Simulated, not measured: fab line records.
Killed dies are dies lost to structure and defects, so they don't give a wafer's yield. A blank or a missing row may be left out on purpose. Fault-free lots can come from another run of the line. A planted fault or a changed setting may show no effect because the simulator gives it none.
Matching of chambers	flow nand_harc	NHARC_A_STAIRCASE_DESCUM_291 on rie_diel-04: 4 sister chambers
The step chemistry O2, time 3 s. 8 wafers are shown with their chamber, then 11 later ones without.

WAFERS WITH THEIR CHAMBER
wafer	chamber	showerhead_plenum_p_Torr (Torr)	throttle_valve_pct (%)
L083.2	3	1.80	11.324
L083.3	2	1.94	11.312
L083.4	1	1.91	11.312
L087.2	2	1.94	11.305
L087.4	3	1.79	11.312
L091.3	1	1.91	11.308
L091.5	0	1.94	11.309
L090.1	0	1.94	11.320

WAFERS WITH NO CHAMBER GIVEN
wafer	showerhead_plenum_p_Torr (Torr)	throttle_valve_pct (%)
L090.2	1.91	11.314
L090.4	1.94	11.297
L094.1	1.79	11.288
L094.3	1.93	11.321
L094.5	1.79	11.317
L093.2	1.93	11.295
L093.3	1.79	11.310
L093.5	1.94	11.309
L097.2	1.93	11.306
L097.4	1.79	11.311
L097.5	1.93	11.301

CHAMBER TAKEN BY EACH
wafer	from the rows above	in truth
L090.2	1	1
L090.4	can't be placed: 2 or 0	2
L094.1	3	3
L094.3	can't be placed: 0 or 2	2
L094.5	3	3
L093.2	can't be placed: 2 or 0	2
L093.3	3	3
L093.5	can't be placed: 2 or 0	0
L097.2	can't be placed: 2 or 0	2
L097.4	3	3
L097.5	can't be placed: 2 or 0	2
Correctly placed: 5 of 11. Not placeable from these rows: 6 (in 6, the candidates include the true chamber). Number placed wrongly: 0.
How it was worked out, from the rows above alone: a wafer's distance from a chamber is the root of the sum, over the readings, of the square of ((its reading less the chamber's mean) divided by the reading's scatter). The wafer belongs to the nearest chamber; if the next one is less than 2 further off, it can't be placed. Each chamber's mean is taken over the wafers shown for it. The scatter: the root of (the sum of the squares of (reading less its chamber's mean) over the shown wafers, divided by (wafers less chambers)).
